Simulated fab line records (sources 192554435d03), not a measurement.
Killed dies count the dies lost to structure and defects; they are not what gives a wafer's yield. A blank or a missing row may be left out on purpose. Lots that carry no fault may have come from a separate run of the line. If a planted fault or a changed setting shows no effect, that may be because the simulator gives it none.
The tool behind it: which one? ; flow n5_finfet ; 32 wafers from 11 lots sampled at 2 of the route's 1938 steps

WHAT THE GAUGES READ, wafer by wafer
N5_BEOL_M12_CD_MEAS_17 targets a cd of 140 nm.
lot;measured;on;cd_nm (nm)
L353;day 10 15:48;cd_sem-01;142.3 142.0 141.4
L354;day 10 22:52;cd_sem-03;141.0 140.8 137.6
L355;day 11 11:17;cd_sem-03;141.5 142.4 141.1
L365;day 14 01:40;cd_sem-02;141.5 138.8 141.4
L367;day 14 01:57;cd_sem-02;140.0 138.5 139.6
L368;day 14 21:32;cd_sem-01;140.2 139.6 141.6
L372;day 15 09:50;cd_sem-03;140.5 140.8 141.5
L375;day 16 14:19;cd_sem-03;141.3 140.7 143.0
L373;day 16 23:34;cd_sem-01;140.8 139.7 142.1
L374;day 17 00:22;cd_sem-02;140.6 142.0
L376;day 17 14:28;cd_sem-02;142.5 140.9 142.0

N5_BEOL_M12_INSPECT_30: inspects for defects (macro).
lot;measured;on;raw_defect_count
L353;day 10 16:10;defect_inspect-02;5 5 1
L354;day 10 23:15;defect_inspect-01;4 2 2
L355;day 11 11:40;defect_inspect-01;3 2 1
L365;day 14 02:03;defect_inspect-02;5 0 2
L367;day 14 02:19;defect_inspect-02;7 5 1
L368;day 14 21:55;defect_inspect-02;3 3 1
L372;day 15 10:14;defect_inspect-02;2 4 3
L375;day 16 14:41;defect_inspect-01;3 3 4
L373;day 17 00:04;defect_inspect-02;1 1 5
L374;day 17 00:53;defect_inspect-02;3 1
L376;day 17 14:59;defect_inspect-02;1 3 2

TOOL THAT RAN EACH LOT (tool first, then ch and the chambers of the sampled wafers, then the start)
The record holds no process step before these readings.

AS READ BY THE TOOLS THEMSELVES (means over the sampled wafers that have a number; for cases with no such wafer, the mark the record gives instead)
The record holds no such reading with a usual standard deviation.

THE ANSWER, worked out from the rows above alone
Rule: the lots themselves supply what counts as usual. The widest of any qualifying gaps counts: lots, ordered by their means at a reading, are off when they make up no more than a third of the lots, leave a main group of 4 or more, and stand apart from it by 3 or more times the standard deviation of that group's means. A main group is skipped when, at the precision printed for the reading in the tables above, its means are all equal. A lot without any number at a reading at which 4 lots or more have one is off too. All remaining lots with rows at the step are treated as sound. Order of review: gauges by route order, followed by the tools' own readings, for which a lot's mean as printed above is used. At the first step where some lot is off, the reading lying furthest off is the one used; lots without a number count as furthest.
No lot is off on any of the readings shown, so nothing can be concluded from this.

WHAT THE SIMULATOR HAD INSERTED
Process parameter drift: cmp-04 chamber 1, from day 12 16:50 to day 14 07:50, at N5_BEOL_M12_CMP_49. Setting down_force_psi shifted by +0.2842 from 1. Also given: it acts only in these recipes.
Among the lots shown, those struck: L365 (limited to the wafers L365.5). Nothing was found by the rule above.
